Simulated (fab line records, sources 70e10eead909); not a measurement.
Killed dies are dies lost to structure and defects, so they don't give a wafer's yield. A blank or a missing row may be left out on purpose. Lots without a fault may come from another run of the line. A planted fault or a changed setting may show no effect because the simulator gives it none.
A struck lot beside a sound one | flow nand_harc | 23 steps out of a route of 1302
Sound: wafers L471.1, L471.4, L471.5. Struck: wafers L480.3, L480.4, L480.5. The cause comes at the end.
At each step with rows: each side's tool, then ch and its chambers, then its first start. Under that, the readings that differ: sound wafers | struck wafers | difference of the means | sigmas: that difference in standard deviations of wafers without a fault.
alike: readings whose means differ by less than 2 such deviations, and words and numbers that are the same on both sides. not compared: withheld readings, readings that some wafer has no value for, bounds like >300 that may hide the same value, and numbers for which the record gives no deviation and whose values overlap.
The two part at a step that has a row with sigmas, a row that says differs or no value, or rows on one side only. Numbers that don't overlap but have no deviation are shown without sigmas and don't part them. A reading that every wafer of one side lacks parts them only if that side has two wafers or more.

NHARC_P_M0_INSPECT_27:
  sound on defect_inspect-02, day 7 10:43; struck on defect_inspect-02, day 11 02:34
  alike: raw_defect_count
NHARC_P_M0_PRE_CLEAN_31: time 12 s.
  sound on pecvd-02 ch 1,2, day 7 10:48; struck on pecvd-02 ch 0,1,2, day 11 02:39
  alike: heater_power_w
NHARC_P_M0_DEP_32: deposits SiCN, target thk 30 nm.
  sound on pecvd-02 ch 1,2, day 7 10:55; struck on pecvd-02 ch 0,1,2, day 11 02:47
  alike: heater_power_w
then, 8 steps without rows for these wafers: NHARC_P_M1_DEP_00 (deposits SiOC, target thk 182.5 nm); NHARC_P_M1_DEHYDRATE_01 (time 120 s); NHARC_P_M1_HMDS_02 (time 30 s); NHARC_P_M1_COAT_34 (time 65 s); NHARC_P_M1_COAT_03 (resist thk 90 nm); NHARC_P_M1_SOFTBAKE_04 (time 55 s); NHARC_P_M1_EBR_05; NHARC_P_M1_EXPOSE_06 (exposes mask P M1, target cd 130 nm).
NHARC_P_M1_PEB_07: peb time 65 s.
  sound on litho_track-04 ch 0, day 7 11:55; struck on litho_track-06 ch 0, day 11 03:51
  reading                  | sound              | struck               | difference | sigmas
  heater_power_total_W (W) | 156.1 157.2 157.1  | 167.6 166.9 167.0    | +10.4      | +25
  plate_temp_C (C)         | 100.09 99.90 99.71 | 104.89 105.08 104.99 | +5.09      | +36
then, 1 step without rows for these wafers: NHARC_P_M1_DEVELOP_08 (develop time 35 s).
NHARC_P_M1_CD_MEAS_09: target cd 130 nm.
  sound on cd_sem-01 ch 0, day 7 11:59; struck on cd_sem-02 ch 0, day 11 03:56
  reading    | sound             | struck            | difference | sigmas
  cd_nm (nm) | 131.8 129.4 130.6 | 145.4 145.3 145.5 | +14.8      | +17
NHARC_P_M1_OVL_MEAS_10: pitch 260 nm.
  sound on overlay-01, day 7 12:05; struck on overlay-02, day 11 04:01
  alike: overlay_x_nm, overlay_y_nm
NHARC_P_M1_INSPECT_11:
  sound on defect_inspect-01, day 7 12:07; struck on defect_inspect-02, day 11 04:03
  alike: raw_defect_count
NHARC_P_M1_DESCUM_14: chemistry O2, time 3 s.
  sound on rie_diel-03 ch 1,2, day 7 12:11; struck on rie_diel-07 ch 0,3, day 11 04:08
  reading               | sound           | struck            | difference | sigmas
  model.P_M1.cd_nm (nm) | 131.1 129.2 130 | 146.4 145.9 145.7 | +15.9      |
  alike: drypump_motor_current_A, oes_product_au, rf_vpp_V, showerhead_plenum_p_Torr, throttle_valve_pct
  not compared: rf_hours_counter_h
NHARC_P_M1_ETCH_35: etches the open film in N2/H2, target depth 40 nm, overetch 12 nm, time 43.94 s.
  sound on rie_diel-03 ch 1,2, day 7 12:16; struck on rie_diel-07 ch 0,2,3, day 11 04:14
  alike: drypump_motor_current_A, oes_product_au, rf_vpp_V, showerhead_plenum_p_Torr, throttle_valve_pct
  not compared: rf_hours_counter_h
NHARC_P_M1_ETCH_15: etches the open film in C4F8/Ar, target depth 182.5 nm, time 91.2 s.
  sound on rie_diel-03 ch 0,1; struck on rie_diel-07 ch 0,2
  reading               | sound             | struck            | difference | sigmas
  oes_product_au (a.u.) | 0.968 1.000 0.968 | 0.930 0.921 0.929 | -0.052     | -2
  alike: rf_vpp_V
  not compared: rf_hours_counter_h
NHARC_P_M1_CD_MEAS_16:
  sound on cd_sem-03, day 7 12:29; struck on cd_sem-01, day 11 04:28
  reading    | sound             | struck            | difference | sigmas
  cd_nm (nm) | 130.2 129.7 130.1 | 145.4 146.4 144.9 | +15.6      | +13
NHARC_P_M1_STRIP_18: strips in N2/H2.
  sound on rie_diel-03 ch 1,2,3, day 7 12:37; struck on rie_diel-07 ch 2,3, day 11 04:36
  alike: drypump_motor_current_A, oes_product_au, rf_vpp_V, showerhead_plenum_p_Torr, throttle_valve_pct
  not compared: rf_hours_counter_h
NHARC_P_M1_ETCH_28: etches the open film in CF4/N2, target depth 30 nm, time 72.99 s.
  sound on rie_diel-03 ch 2,3; struck on rie_diel-07 ch 0,2,3
  reading               | sound             | struck            | difference | sigmas
  model.P_M1.cd_nm (nm) | 129.2 129.5 129.9 | 145.4 146.3 145.3 | +16.1      |
  alike: drypump_motor_current_A, oes_product_au, rf_vpp_V, showerhead_plenum_p_Torr, throttle_valve_pct
  not compared: rf_hours_counter_h
then, 1 step without rows for these wafers: NHARC_P_M1_STRIP_19 (strips in post etch residue remover, time 600 s).

WHERE THEY PART
First at NHARC_P_M1_PEB_07; last, within this record, at NHARC_P_M1_CD_MEAS_16. Later steps at which nothing parts them and some readings are alike: NHARC_P_M1_STRIP_18, NHARC_P_M1_ETCH_28.

WHY: what the simulator had put in
Process parameter drift: litho_track-06, from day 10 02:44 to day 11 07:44, at NHARC_P_M1_PEB_07. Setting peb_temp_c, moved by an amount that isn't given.
